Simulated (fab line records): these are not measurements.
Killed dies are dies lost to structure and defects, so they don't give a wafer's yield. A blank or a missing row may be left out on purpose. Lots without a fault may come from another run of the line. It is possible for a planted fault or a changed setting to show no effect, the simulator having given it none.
fab line records    flow n5_finfet
record: lots: 7  wafers: 21  last_day: 16
route steps=1938 shown BEOL_M1@779 BEOL_M4@1111 PASSIVATION@1936
lots that met no fault: from a run of the same line without faults
start_h: the number of hours between the record's first day and the start of the first shown wafer of the lot    wait_h: hours from the lot's prior step to this one    " same as the row above    L1.1+2: a row that stands for several wafers    - no value present, or no start provided    * or withheld: withheld    < > ~ a bound
route shown NAME@n: names a module that has steps shown in the file, with the first one's number in the route    usual: mean and standard deviation over wafers with no fault    same: alike in all rows    chamber/n: place in a boat    sites: readings site by site    _std_site: how widely they spread, as a standard deviation    _edge_site: mean of outer sites minus mean of inner sites    radius_mm: for every site, how far away it sits from the centre of the wafer    mask NAME#n: copy n    behind: the last tool/chamber to shape the wafer    hold: the reason the lot was held/the length of the hold in hours/how it ended    device: transistor that didn't switch, given as n, p or np    end of line: the route-end tests of the same wafers    a step with no rows: only its recipe    killed: dies that structure and defects cost at the first sort, which is not the same as the wafer's yield    map: per-die view of a wafer (x killed, . not killed, _ where there is no die)
set.NAME: the setting as run; set.NAME@STEP: as run at that earlier step    model.NAME: the simulator's own value behind a step, which no gauge read
lots seen at some steps along the route; tables by step, rows by wafer
services: a tool's chamber out of use, with start hour (start_h, from the record's first day; less than 0 if before it), hours out, and reason
== steps ==
step: N5_BEOL_M1_COAT_76
recipe: resist: underlayer  temp_c: 205  time_s: 60  spin_rpm: 1500  resist_thk_nm: 5
step: N5_BEOL_M1_COAT_22
recipe: resist: CAR-EUV  spin_rpm: 1500  resist_thk_nm: 30
step: N5_BEOL_M1_EBR_24
recipe: solvent: PGMEA  ebr_width_mm: 1.5
step: N5_BEOL_M1_SOFTBAKE_23
recipe: temp_c: 110  time_s: 60  resist: CAR-EUV
step: N5_BEOL_M1_EXPOSE_25
recipe: mask_id: V0  na: 0.33  source_shape: quasar  sigma_inner: 0.2  sigma_outer: 0.8  polarization: unpolarized  defocus_nm: 5  target_cd_nm: 24  dose_mj: 63
step: N5_BEOL_M1_PEB_26
recipe: peb_temp_c: 100  peb_time_s: 60  resist: CAR-EUV
step: N5_BEOL_M1_DEVELOP_27
recipe: develop_time_s: 30  developer: TMAH  resist: CAR-EUV  rinse_liquid: surfactant_rinse  dry: air_spin  dev_temp_c: 23
step: N5_BEOL_M1_CD_MEAS_28
recipe: landing_energy_ev: 500  detector: se_inlens  target_cd_y_nm: 23.3
usual: cd_nm: 24.02/0.26
lot.wafer  tool       chamber  start_h  wait_h  cd_nm
L187.1     cd_sem-03  0        155.70   -       23.99
L187.2     "          0        "        "       23.87
L187.5     "          0        "        "       24.08
L190.2     cd_sem-02  0        174.44   -       24.10
L190.3     "          0        "        "       24.40
L190.5     "          0        "        "       23.92
L196.1     cd_sem-02  0        208.99   -       24.29
L196.5     "          0        "        "       24.15
L196.6     "          0        "        "       24.02
L197.1     cd_sem-01  0        209.09   -       23.89
L197.3     "          0        "        "       24.44
L197.5     "          0        "        "       23.74
L198.1     cd_sem-01  0        221.15   -       24.29
L198.5     "          0        "        "       24.40
L198.6     "          0        "        "       23.69
L200.1     cd_sem-03  0        233.38   -       24.22
L200.5     "          0        "        "       23.79
L200.6     "          0        "        "       24.24
L203.1     cd_sem-01  0        248.05   -       24.04
L203.2     "          0        "        "       23.88
L203.3     "          0        "        "       24.19
step: N5_BEOL_M1_OVL_MEAS_29
recipe: points_per_wafer: 522
usual: V0_OVL: 0.5/0.69
lot.wafer  tool        chamber  start_h  wait_h  V0_OVL[nm]
L187.1     overlay-02  0        155.73   0.0     -0.2
L187.2     "           0        "        "       0.7
L187.5     "           0        "        "       -0.1
L190.2     overlay-02  0        174.48   0.0     -0.8
L190.3     "           0        "        "       -0.8
L190.5     "           0        "        "       -1.2
L196.1     overlay-02  0        209.02   0.0     1.6
L196.5     "           0        "        "       0.5
L196.6     "           0        "        "       1.7
L197.1     overlay-01  0        209.12   0.0     1.1
L197.3     "           0        "        "       1.0
L197.5     "           0        "        "       1.0
L198.1     overlay-01  0        221.18   0.0     0.4
L198.5     "           0        "        "       0.3
L198.6     "           0        "        "       1.2
L200.1     overlay-01  0        233.41   0.0     0.3
L200.5     "           0        "        "       1.0
L200.6     "           0        "        "       -0.4
L203.1     overlay-01  0        248.08   0.0     1.7
L203.2     "           0        "        "       0.3
L203.3     "           0        "        "       0.6
step: N5_BEOL_M1_INSPECT_30
recipe: mode: adi  inspect_instrument: brightfield
usual: raw_defect_count: 383/88
lot.wafer  tool               chamber  start_h  wait_h  raw_defect_count
L187.1     defect_inspect-02  -        155.79   0.1     292
L187.2     "                  -        "        "       282
L187.5     "                  -        "        "       325
L190.2     defect_inspect-01  -        174.53   0.0     470
L190.3     "                  -        "        "       505
L190.5     "                  -        "        "       366
L196.1     defect_inspect-02  -        209.08   0.1     386
L196.5     "                  -        "        "       285
L196.6     "                  -        "        "       372
L197.1     defect_inspect-02  -        209.18   0.1     312
L197.3     "                  -        "        "       390
L197.5     "                  -        "        "       316
L198.1     defect_inspect-02  -        221.24   0.1     476
L198.5     "                  -        "        "       339
L198.6     "                  -        "        "       372
L200.1     defect_inspect-01  -        233.47   0.1     322
L200.5     "                  -        "        "       300
L200.6     "                  -        "        "       393
L203.1     defect_inspect-01  -        248.14   0.1     265
L203.2     "                  -        "        "       340
L203.3     "                  -        "        "       358
step: N5_BEOL_M1_DESCUM_33
recipe: chemistry: O2  time_s: 7  source_power_w: 50  bias_power_w: 20  pressure_mtorr: 20  rf_frequency_hz: 2.712e+07  temp_c: 40  resist: CAR-EUV  o2_flow_sccm: 225
usual: drypump_motor_current_A: 5.6/0.36  oes_product_au: 0.79/0.094  rf_vpp_V: 243.0/1.5  showerhead_plenum_p_Torr: 2.07/0.079  throttle_valve_pct: 20.4/0.31
same: time_s: 7
lot.wafer  tool         chamber  start_h  wait_h  drypump_motor_current_A  oes_product_au  rf_hours_counter_h  rf_vpp_V  showerhead_plenum_p_Torr  throttle_valve_pct
L187.1     rie_diel-02  1        155.83   0.0     5.9                      0.69            243                 243.5     2.06                      20.1
L187.2     "            3        "        "       6.2                      0.69            231                 239.5     2.00                      20.8
L187.5     "            1        "        "       5.9                      0.68            -                   243.6     2.06                      20.1
L190.2     rie_diel-05  3        174.57   0.0     5.8                      0.74            174                 242.4     1.98                      20.4
L190.3     "            2        "        "       5.3                      0.68            229                 243.3     2.17                      21.0
L190.5     "            0        "        "       5.4                      0.75            -                   240.9     2.01                      20.6
L196.1     rie_diel-02  1        209.12   0.0     5.8                      0.97            4                   242.9     2.05                      19.8
L196.5     "            2        "        "       5.5                      0.85            -                   243.4     2.04                      20.2
L196.6     "            0        "        "       5.3                      0.85            -                   242.9     2.13                      20.2
L197.1     rie_diel-02  2        209.23   0.0     5.5                      0.86            41                  242.9     2.04                      20.1
L197.3     "            0        "        "       5.3                      0.86            48                  245.0     2.13                      20.2
L197.5     "            0        "        "       5.3                      0.85            -                   245.2     2.13                      20.2
L198.1     rie_diel-05  2        221.27   0.0     5.3                      0.67            247                 244.7     2.16                      21.1
L198.5     "            0        "        "       5.4                      0.72            -                   243.0     2.01                      20.6
L198.6     "            1        "        "       6.2                      0.94            -                   244.5     2.23                      20.2
L200.1     rie_diel-02  3        233.53   0.1     6.2                      0.96            2                   245.5     2.25                      20.5
L200.5     "            2        "        "       5.5                      0.85            -                   240.2     2.04                      20.1
L200.6     "            1        "        "       5.8                      0.92            -                   243.2     2.05                      19.8
L203.1     rie_diel-05  0        248.17   0.0     5.4                      0.71            184                 241.8     2.00                      20.7
L203.2     "            1        "        "       6.1                      0.90            19                  245.5     2.23                      20.2
L203.3     "            3        "        "       5.8                      0.71            200                 242.0     1.97                      20.4
step: N5_BEOL_M1_ETCH_77
recipe: chemistry: N2/H2  target: underlayer  target_depth_a: 65  mask_material: CAR-EUV  time_s: 5.2  ion_energy_ev: 200  pressure_mtorr: 30  source_w: 840  bias_w: 150  n2_flow_sccm: 200  h2_flow_sccm: 200  ends: cleared
usual: drypump_motor_current_A: 5.6/0.36  etch_rf_on_time_s: 5.20/0.13  oes_product_au: 0.67/0.08  rf_vpp_V: 523.3/2.7  showerhead_plenum_p_Torr: 2.52/0.094  throttle_valve_pct: 17.8/0.35
lot.wafer  tool         chamber  start_h  wait_h  drypump_motor_current_A  etch_rf_on_time_s  oes_product_au  rf_hours_counter_h  rf_vpp_V  showerhead_plenum_p_Torr  throttle_valve_pct
L187.1     rie_diel-02  1        155.86   0.0     5.8                      5.34               0.58            243                 522.3     2.49                      17.5
L187.2     "            3        "        "       6.2                      5.25               0.58            231                 521.4     2.40                      18.1
L187.5     "            1        "        "       5.8                      5.35               0.58            -                   523.6     2.49                      17.5
L190.2     rie_diel-05  3        174.60   0.0     5.7                      5.37               0.62            174                 518.7     2.43                      18.0
L190.3     "            2        "        "       5.3                      5.33               0.57            229                 522.1     2.61                      18.4
L190.5     "            0        "        "       5.4                      5.08               0.64            -                   520.2     2.45                      18.2
L196.1     rie_diel-02  1        209.15   0.0     5.8                      5.13               0.82            4                   523.0     2.49                      17.1
L196.5     "            2        "        "       5.5                      5.11               0.73            -                   522.8     2.49                      17.6
L196.6     "            0        "        "       5.3                      5.17               0.72            -                   526.8     2.58                      17.7
L197.1     rie_diel-02  2        209.26   0.0     5.6                      5.08               0.73            41                  523.7     2.49                      17.6
L197.3     "            0        "        "       5.3                      5.11               0.72            48                  525.5     2.58                      17.7
L197.5     "            0        "        "       5.3                      5.06               0.73            -                   523.4     2.58                      17.6
L198.1     rie_diel-05  2        221.31   0.0     5.3                      5.28               0.57            247                 527.7     2.61                      18.4
L198.5     "            0        "        "       5.4                      5.13               0.61            -                   522.1     2.44                      18.2
L198.6     "            1        "        "       6.2                      4.97               0.81            -                   527.5     2.72                      17.6
L200.1     rie_diel-02  3        233.56   0.0     6.2                      5.19               0.81            2                   529.7     2.71                      17.8
L200.5     "            2        "        "       5.6                      5.15               0.72            -                   521.6     2.48                      17.6
L200.6     "            1        "        "       5.8                      5.23               0.78            -                   522.5     2.49                      17.2
L203.1     rie_diel-05  0        248.21   0.0     5.4                      5.17               0.60            184                 521.2     2.44                      18.3
L203.2     "            1        "        "       6.1                      4.95               0.79            19                  529.7     2.71                      17.6
L203.3     "            3        "        "       5.8                      5.51               0.60            200                 518.9     2.42                      18.0
step: N5_BEOL_M1_ETCH_69
recipe: chemistry: CF4  target: SiARC  target_depth_a: 156  mask_material: CAR-EUV  time_s: 26  ion_energy_ev: 80  pressure_mtorr: 40  source_w: 545  bias_w: 36  Ar_flow_sccm: 100  cf4_flow_sccm: 100  ends: cleared
usual: drypump_motor_current_A: 5.6/0.36  etch_rf_on_time_s: 26.0/0.62  mfc_ar_sccm: 100.0/0.3  oes_product_au: 0.68/0.08  rf_vpp_V: 183.8/1.3  showerhead_plenum_p_Torr: 2.12/0.074  throttle_valve_pct: 15.55/0.28
lot.wafer  tool         chamber  start_h  wait_h  drypump_motor_current_A  etch_rf_on_time_s  mfc_ar_sccm  oes_product_au  rf_hours_counter_h  rf_vpp_V  showerhead_plenum_p_Torr  throttle_valve_pct
L187.1     rie_diel-02  1        155.88   0.0     5.9                      26.7               99.7         0.58            243                 183.8     2.11                      15.47
L187.2     "            3        "        "       6.2                      26.9               100.0        0.58            231                 180.8     2.03                      15.83
L187.5     "            1        "        "       5.8                      26.8               99.8         0.57            -                   184.2     2.11                      15.45
L190.2     rie_diel-05  3        174.62   0.0     5.7                      27.0               99.8         0.63            174                 183.8     2.05                      15.83
L190.3     "            2        "        "       5.3                      26.5               100.0        0.59            229                 185.3     2.18                      16.04
L190.5     "            0        "        "       5.4                      25.6               100.4        0.64            -                   183.1     2.06                      15.74
L196.1     rie_diel-02  1        209.17   0.0     5.9                      17.8               99.7         1.03            4                   184.8     2.11                      14.98
L196.5     "            2        "        "       5.5                      17.8               100.4        0.91            -                   183.8     2.10                      15.36
L196.6     "            0        "        "       5.3                      17.6               100.1        0.90            -                   185.0     2.18                      15.45
L197.1     rie_diel-02  2        209.28   0.0     5.6                      17.4               100.7        0.93            41                  185.3     2.10                      15.36
L197.3     "            0        "        "       5.3                      17.4               100.7        0.92            48                  184.1     2.18                      15.43
L197.5     "            0        "        "       5.3                      17.4               100.6        0.92            -                   184.8     2.18                      15.42
L198.1     rie_diel-05  2        221.32   0.0     5.3                      26.5               100.0        0.57            247                 184.6     2.17                      16.08
L198.5     "            0        "        "       5.4                      26.1               99.9         0.62            -                   181.4     2.05                      15.77
L198.6     "            1        "        "       6.2                      25.0               100.2        0.80            -                   185.5     2.28                      15.30
L200.1     rie_diel-02  3        233.58   0.0     6.2                      17.6               99.4         1.03            2                   184.9     2.28                      15.41
L200.5     "            2        "        "       5.6                      17.5               100.2        0.91            -                   184.3     2.10                      15.38
L200.6     "            1        "        "       5.9                      17.8               100.2        0.98            -                   184.9     2.11                      15.02
L203.1     rie_diel-05  0        248.22   0.0     5.4                      26.1               100.2        0.61            184                 183.2     2.05                      15.81
L203.2     "            1        "        "       6.1                      24.9               99.7         0.78            19                  185.2     2.27                      15.31
L203.3     "            3        "        "       5.8                      27.5               99.8         0.60            200                 182.4     2.05                      15.88
step: N5_BEOL_M1_ALD_98
recipe: material: SiO2  target_thk_a: 25  temp_c: 100  ald_precursor_family: BDEAS  ald_co_reactant: O2-plasma  pulse_time_s: 1  co_reactant_pulse_time_s: 1  purge_time_s: 2  co_reactant_purge_time_s: 2  ald_cycles: 17  pressure_torr: 2
usual: heater_power_w: 79/9.4  precursor_pulse_height_rel: 0.999/0.021
lot.wafer  tool        chamber  start_h  wait_h  heater_power_w  precursor_pulse_height_rel
L187.1     ald_sin-03  0        156.13   0.2     94              0.998
L187.2     "           2        "        "       68              1.017
L187.5     "           1        "        "       74              0.985
L190.2     ald_sin-02  0        174.70   0.1     82              0.964
L190.3     "           3        "        "       86              0.976
L190.5     "           3        "        "       88              1.027
L196.1     ald_sin-02  2        209.25   0.1     69              1.005
L196.5     "           2        "        "       70              0.990
L196.6     "           3        "        "       88              1.018
L197.1     ald_sin-04  3        209.36   0.1     87              1.025
L197.3     "           0        "        "       78              0.972
L197.5     "           0        "        "       80              0.982
L198.1     ald_sin-03  1        221.40   0.1     74              0.995
L198.5     "           1        "        "       76              0.997
L198.6     "           0        "        "       101             0.991
L200.1     ald_sin-03  3        233.66   0.1     65              1.012
L200.5     "           2        "        "       69              0.990
L200.6     "           1        "        "       74              1.028
L203.1     ald_sin-02  3        248.31   0.1     88              0.996
L203.2     "           2        "        "       70              1.036
L203.3     "           1        "        "       82              0.959
step: N5_BEOL_M4_RC_MEAS_101
usual: DIBL_N: 36.6/1.8  DIBL_P: 37.1/2.1  IOFF_N: 0.17/0.033  IOFF_P: 0.23/0.039  ION_N: 681/13  ION_P: 467/8.7  SS_N: 71.6/0.59  SS_P: 73.4/0.63  VT_N: 249/3.4  VT_P: -249/3.7
lot.wafer  tool       chamber  start_h  wait_h  DIBL_N[mV/V]  DIBL_P[mV/V]  IOFF_N[nA/um]  IOFF_P[nA/um]  ION_N[uA/um]  ION_P[uA/um]  SS_N[mV/dec]  SS_P[mV/dec]  VT_N[mV]  VT_P[mV]
L187.1     prober-01  0        202.83   0.0     36.9          37.7          0.18           0.21           688           459           71.5          73.7          248       -251
L187.2     "          0        "        "       37.1          38.3          0.19           0.21           694           464           72.3          73.5          243       -253
L187.5     "          0        "        "       35.5          35.7          0.16           0.18           684           458           71.6          73.1          247       -254
L190.2     prober-01  0        220.41   0.2     37.5          38.1          0.18           0.23           674           459           72.4          73.6          248       -250
L190.3     "          0        "        "       36.1          35.2          0.15           0.20           689           472           71.3          72.5          248       -250
L190.5     "          0        "        "       38.5          39.5          0.19           0.26           673           462           71.9          73.5          250       -247
L197.1     prober-02  0        261.52   0.0     37.6          38.1          0.19           0.24           685           463           72.5          74.2          250       -252
L197.3     "          0        "        "       35.7          36.4          0.15           0.20           674           467           72.1          73.6          250       -250
L197.5     "          0        "        "       36.8          37.5          0.17           0.23           675           463           72.3          73.0          249       -251
L196.1     prober-02  0        262.69   0.0     36.5          37.8          0.16           0.19           667           453           72.6          74.0          251       -253
L196.5     "          0        "        "       38.5          39.4          0.19           0.22           686           459           72.1          73.7          249       -253
L196.6     "          0        "        "       37.7          37.3          0.17           0.18           658           448           71.6          73.2          253       -252
L198.1     prober-02  0        268.89   0.0     34.6          33.9          0.14           0.20           687           470           71.2          73.0          253       -252
L198.5     "          0        "        "       35.7          34.9          0.14           0.20           679           467           72.6          72.8          253       -248
L198.6     "          0        "        "       36.4          36.2          0.17           0.23           682           471           72.1          73.9          249       -249
L200.1     prober-01  0        285.69   0.0     38.5          37.2          0.19           0.24           693           473           72.0          73.4          249       -248
L200.5     "          0        "        "       38.7          36.2          0.18           0.23           688           466           71.5          73.0          250       -248
L200.6     "          0        "        "       39.8          38.1          0.21           0.26           697           475           71.9          74.0          244       -246
L203.1     prober-01  0        291.62   0.0     37.0          37.2          0.18           0.25           686           471           71.2          73.0          247       -247
L203.2     "          0        "        "       38.1          37.8          0.20           0.26           680           467           72.1          73.7          246       -248
L203.3     "          0        "        "       38.9          39.1          0.21           0.28           694           477           72.4          73.8          244       -246
step: N5_PASSIVATION_PROBE_49
usual: defect_limited_yield: 91.1/1.4  killed_at_M0_to_M3: 32/9.4  killed_at_M4_up: 14/5.1  killed_at_contacts: 11/5.5  killed_at_front_end: 44/13  killed_at_other: 4/3.2  killed_dies: 104/16  killed_open: 70/12  killed_short: 33/7.8  sort_bin_5_function: 5.1/0.91  sort_bin_6_memory: 3.4/0.63  sort_n_pass: 1075/16  sort_yield_pct: 91.2/1.4
same: gross_dies: 1180  killed_at_back_side: 0  sort_bin_4_leakage[%]: 0  sort_bin_8_speed[%]: 0
lot.wafer  tool       chamber  start_h  wait_h  defect_limited_yield[%]  killed_at_M0_to_M3  killed_at_M4_up  killed_at_contacts  killed_at_front_end  killed_at_other  killed_dies  killed_open  killed_short  sort_bin_5_function[%]  sort_bin_6_memory[%]  sort_n_pass  sort_yield_pct[%]
L187.1     prober-01  -        300.81   0.2     91.9                     36                  17               7                   29                   7                96           65           31            4.5                     3.4                   1084         91.9
L187.2     prober-01  -        300.86   0.3     89.2                     26                  27               15                  58                   1                127          85           42            5.9                     4.7                   1053         89.2
L187.5     prober-01  -        301.01   0.4     89.7                     48                  19               13                  32                   9                121          77           39            6.1                     3.8                   1059         89.7
L190.2     prober-01  -        326.80   0.1     92.6                     21                  15               22                  23                   6                87           61           26            4.8                     2.5                   1093         92.6
L190.3     prober-01  -        326.85   0.1     92.8                     38                  10               8                   26                   3                85           52           31            3.6                     3.3                   1095         92.8
L190.5     prober-01  -        326.95   0.2     91.6                     31                  9                10                  45                   4                99           72           27            4.8                     3.4                   1081         91.6
L196.1     prober-01  -        367.88   0.0     90.3                     29                  9                16                  50                   10               114          70           44            5.1                     4.0                   1066         90.3
L196.5     prober-01  -        368.08   0.2     90.8                     20                  13               13                  46                   16               108          65           42            5.7                     3.2                   1072         90.8
L196.6     prober-01  -        368.13   0.3     90.6                     28                  14               22                  39                   8                111          86           25            5.8                     3.4                   1069         90.6
L197.1     prober-02  -        370.10   0.0     89.0                     61                  10               18                  35                   6                130          90           36            5.8                     4.6                   1050         89.0
L197.3     prober-02  -        370.20   0.1     89.6                     30                  12               11                  64                   6                123          87           33            5.1                     4.8                   1057         89.6
L197.5     prober-02  -        370.30   0.2     89.2                     26                  13               19                  67                   3                128          83           35            5.7                     4.1                   1052         89.2
L198.1     prober-02  -        380.88   0.0     91.0                     36                  19               10                  39                   2                106          66           38            6.2                     2.5                   1074         91.0
L198.5     prober-02  -        381.08   0.2     91.4                     38                  11               10                  38                   4                101          61           40            4.7                     3.6                   1079         91.4
L198.6     prober-02  -        381.13   0.3     90.9                     31                  18               9                   40                   9                107          69           36            5.8                     3.0                   1073         90.9
L200.1     prober-01  -        384.23   0.0     88.2                     38                  24               2                   69                   6                139          94           43            6.5                     4.7                   1041         88.2
L200.5     prober-01  -        384.43   0.2     90.7                     33                  15               11                  39                   12               110          58           50            4.4                     4.1                   1070         90.7
L200.6     prober-01  -        384.48   0.3     90.6                     32                  17               8                   49                   5                111          81           28            4.9                     4.2                   1069         90.6
L203.1     prober-01  -        390.58   0.0     93.1                     24                  13               8                   37                   0                82           50           31            3.8                     2.9                   1098         93.1
L203.2     prober-01  -        390.63   0.1     91.9                     26                  14               8                   46                   2                96           60           31            4.3                     3.1                   1084         91.9
L203.3     prober-01  -        390.68   0.1     90.1                     25                  15               10                  63                   4                117          71           46            5.7                     3.9                   1063         90.1
killed by level:class
L187.1 BEOL_M3:geometric_particle:open=17 FIN_SAQP:geometric_particle:open=8 FIN_SAQP:geometric_particle:short=7 BEOL_M4:geometric_particle:open=6 MOL_CONTACT_COAG:geometric_particle:open=5 BEOL_M0_SAQP:geometric_particle:short=5 BEOL_M0_SAQP:geometric_particle:open=5 BEOL_M2:geometric_particle:open=5
L187.2 BEOL_M4:geometric_particle:open=13 FIN_SAQP:geometric_particle:open=12 STI_FIN_REVEAL:geometric_particle:open=12 MOL_CONTACT_COAG:geometric_particle:open=9 GATE_CUT:geometric_particle:short=8 BEOL_M0_SAQP:geometric_particle:short=8 BEOL_M0_SAQP:geometric_particle:open=8 MOL_CONTACT_COAG:geometric_particle:short=6
L187.5 BEOL_M3:geometric_particle:open=15 MOL_CONTACT_COAG:geometric_particle:open=10 BEOL_M0_SAQP:geometric_particle:short=10 BEOL_M2:geometric_particle:open=8 BEOL_M4:geometric_particle:open=7 GATE_CUT:geometric_particle:open=6 BEOL_M0_SAQP:geometric_particle:open=6 FIN_SAQP:geometric_particle:open=5
L190.2 MOL_CONTACT_COAG:geometric_particle:open=18 FIN_SAQP:geometric_particle:open=6 GATE_CUT:geometric_particle:short=5 MOL_CONTACT_COAG:geometric_particle:short=4 BEOL_M0_SAQP:geometric_particle:open=4 BEOL_M0_SAQP:geometric_particle:short=4 BEOL_M7:geometric_particle:open=4 DUMMY_GATE:geometric_particle:open=3
L190.3 BEOL_M0_SAQP:geometric_particle:short=12 BEOL_M0_SAQP:geometric_particle:open=8 FIN_SAQP:geometric_particle:open=7 MOL_CONTACT_COAG:geometric_particle:open=7 STI_FIN_REVEAL:geometric_particle:open=6 BEOL_M3:geometric_particle:open=6 BEOL_M1:geometric_particle:open=4 FIN_SAQP:geometric_particle:short=3
L190.5 FIN_SAQP:geometric_particle:open=16 BEOL_M0_SAQP:geometric_particle:open=10 FIN_SAQP:geometric_particle:short=8 MOL_CONTACT_COAG:geometric_particle:open=7 BEOL_M1:geometric_particle:open=6 GATE_CUT:geometric_particle:short=5 BEOL_M2:geometric_particle:open=5 BEOL_M4:geometric_particle:open=5
L196.1 FIN_SAQP:geometric_particle:open=15 MOL_CONTACT_COAG:geometric_particle:open=15 FIN_SAQP:geometric_particle:short=9 BEOL_M1:geometric_particle:open=9 BEOL_M0_SAQP:geometric_particle:short=7 DUMMY_GATE:geometric_particle:short=6 GATE_CUT:geometric_particle:open=6 BEOL_M3:geometric_particle:open=5
L196.5 FIN_SAQP:geometric_particle:open=11 FIN_SAQP:geometric_particle:short=9 BEOL_M3:geometric_particle:open=9 MOL_CONTACT_COAG:geometric_particle:open=9 BEOL_M4:geometric_particle:open=8 DUMMY_GATE:geometric_particle:open=7 GATE_CUT:geometric_particle:short=7 MOL_CONTACT_COAG:geometric_particle:short=4
L196.6 MOL_CONTACT_COAG:geometric_particle:open=17 BEOL_M1:geometric_particle:open=15 STI_FIN_REVEAL:geometric_particle:open=12 BEOL_M4:geometric_particle:open=9 FIN_SAQP:geometric_particle:open=6 DUMMY_GATE:geometric_particle:open=5 GATE_CUT:geometric_particle:short=5 MOL_CONTACT_COAG:geometric_particle:short=5
L197.1 BEOL_M3:geometric_particle:open=16 MOL_CONTACT_COAG:geometric_particle:open=15 BEOL_M1:geometric_particle:open=15 STI_FIN_REVEAL:geometric_particle:open=10 BEOL_M0_SAQP:geometric_particle:short=8 BEOL_M2:geometric_particle:open=7 BEOL_M0_SAQP:geometric_particle:open=5 BEOL_M1:geometric_particle:short=4
L197.3 STI_FIN_REVEAL:geometric_particle:open=29 BEOL_M2:geometric_particle:open=11 FIN_SAQP:geometric_particle:short=10 MOL_CONTACT_COAG:geometric_particle:open=10 DUMMY_GATE:geometric_particle:open=7 BEOL_M3:geometric_particle:open=5 BEOL_M4:geometric_particle:open=4 BEOL_M1:geometric_particle:short=4
L197.5 STI_FIN_REVEAL:geometric_particle:open=19 MOL_CONTACT_COAG:geometric_particle:open=16 DUMMY_GATE:geometric_particle:open=10 HKMG_FIN:area_etch=8 GATE_CUT:geometric_particle:short=7 BEOL_M1:geometric_particle:open=7 BEOL_M2:geometric_particle:open=7 BEOL_M4:geometric_particle:open=7
L198.1 FIN_SAQP:geometric_particle:short=10 BEOL_M0_SAQP:geometric_particle:short=9 BEOL_M1:geometric_particle:open=9 BEOL_M0_SAQP:geometric_particle:open=8 BEOL_M5:geometric_particle:open=8 MOL_CONTACT_COAG:geometric_particle:open=7 FIN_SAQP:geometric_particle:open=6 GATE_CUT:geometric_particle:short=4
L198.5 BEOL_M3:geometric_particle:open=14 BEOL_M1:geometric_particle:open=13 GATE_CUT:geometric_particle:short=8 MOL_CONTACT_COAG:geometric_particle:open=8 STI_FIN_REVEAL:geometric_particle:open=6 FIN_SAQP:geometric_particle:short=5 STARTING-WAFER:geometric_particle:short=5 BEOL_M3:geometric_particle:short=4
L198.6 BEOL_M3:geometric_particle:open=10 MOL_CONTACT_COAG:geometric_particle:open=9 BEOL_M4:geometric_particle:open=9 GATE_CUT:geometric_particle:open=8 GATE_CUT:geometric_particle:short=7 MIM_TOP:geometric_particle:short=7 BEOL_M0_SAQP:geometric_particle:open=6 BEOL_M0:geometric_particle:open=5
L200.1 STI_FIN_REVEAL:geometric_particle:open=20 FIN_SAQP:geometric_particle:short=16 FIN_SAQP:geometric_particle:open=13 BEOL_M3:geometric_particle:open=8 BEOL_M0_SAQP:geometric_particle:short=8 BEOL_M4:geometric_particle:open=7 BEOL_M0_SAQP:geometric_particle:open=6 GATE_CUT:geometric_particle:open=5
L200.5 MOL_CONTACT_COAG:geometric_particle:open=9 STI_FIN_REVEAL:geometric_particle:open=8 BEOL_M0_SAQP:geometric_particle:short=8 FIN_SAQP:geometric_particle:short=6 STI_FIN_REVEAL:geometric_particle:short=6 DUMMY_GATE:geometric_particle:open=5 BEOL_M0_SAQP:geometric_particle:open=5 BEOL_M0:geometric_particle:open=4
L200.6 STI_FIN_REVEAL:geometric_particle:open=21 BEOL_M4:geometric_particle:open=8 BEOL_M3:geometric_particle:open=8 MOL_CONTACT_COAG:geometric_particle:open=6 STARTING-WAFER:geometric_particle:open=6 FIN_SAQP:geometric_particle:open=5 FIN_SAQP:geometric_particle:short=5 BEOL_M0_SAQP:geometric_particle:open=5
L203.1 GATE_CUT:geometric_particle:short=7 MOL_CONTACT_COAG:geometric_particle:open=7 STI_FIN_REVEAL:geometric_particle:open=6 BEOL_M4:geometric_particle:open=6 FIN_SAQP:geometric_particle:short=5 BEOL_M3:geometric_particle:open=5 GATE_CUT:geometric_particle:open=4 BEOL_M0_SAQP:geometric_particle:open=4
L203.2 STI_FIN_REVEAL:geometric_particle:open=12 BEOL_M3:geometric_particle:open=7 BEOL_M2:geometric_particle:open=7 FIN_SAQP:geometric_particle:short=6 BEOL_M4:geometric_particle:open=6 FIN_SAQP:geometric_particle:open=5 GATE_CUT:geometric_particle:open=5 MOL_CONTACT_COAG:geometric_particle:open=5
L203.3 GATE_CUT:geometric_particle:short=17 FIN_SAQP:geometric_particle:short=9 MOL_CONTACT_COAG:geometric_particle:open=9 STI_FIN_REVEAL:geometric_particle:open=8 BEOL_M4:geometric_particle:open=8 BEOL_M1:geometric_particle:open=7 FIN_SAQP:geometric_particle:open=6 GATE_CUT:geometric_particle:open=6
== services ==
tool         chamber  start_h  hours  kind
rie_diel-02  1        146.26   4.1    repair
ald_sin-03   -        176.75   14.0   pm
ald_sin-03   0        176.75   14.0   vent_cycle
rie_diel-05  1        177.00   -      clean
rie_diel-05  1        177.00   -      consumable_replace:focus_ring
rie_diel-05  1        177.00   -      consumable_replace:showerhead
rie_diel-05  1        177.00   19.3   scheduled_down
rie_diel-05  1        177.00   19.3   vent_cycle
rie_diel-02  1        180.96   -      clean
rie_diel-02  1        180.96   -      consumable_replace:focus_ring
rie_diel-02  1        180.96   15.2   scheduled_down
rie_diel-02  1        180.96   15.2   vent_cycle
ald_sin-03   2        192.69   1.5    repair
ald_sin-03   1        192.78   2.5    repair
ald_sin-04   2        195.96   1.4    repair
rie_diel-02  3        207.76   -      clean
rie_diel-02  3        207.76   -      consumable_replace:focus_ring
rie_diel-02  3        207.76   -      consumable_replace:showerhead
rie_diel-02  2        216.74   15.8   repair
rie_diel-05  2        231.02   -      clean
rie_diel-05  2        231.02   -      consumable_replace:focus_ring
rie_diel-05  2        231.02   16.6   scheduled_down
rie_diel-05  2        231.02   16.6   vent_cycle
rie_diel-02  2        241.45   6.8    repair
== key ==
first_sign: step: N5_BEOL_M1_ETCH_69  reading: etch_rf_on_time_s  direction: down  sigmas: 14  usual: *  struck: *
effect: step: N5_BEOL_M1_ETCH_69  reading: oes_product_au  direction: up  sigmas: 3.4  usual: 0.68  struck: 0.95
met_at N5_BEOL_M1_ETCH_69
struck_wafers L196.1,L196.5,L196.6,L197.1,L197.3,L197.5,L200.1,L200.5,L200.6
onset_between 155.88 209.17
fault: kind: process_parameter_drift  tool: rie_diel-02  chamber: -  onset_h: 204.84  steps: N5_BEOL_M1_ETCH_69  channel: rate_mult  offset: 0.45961  shape: step  end_h: 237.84
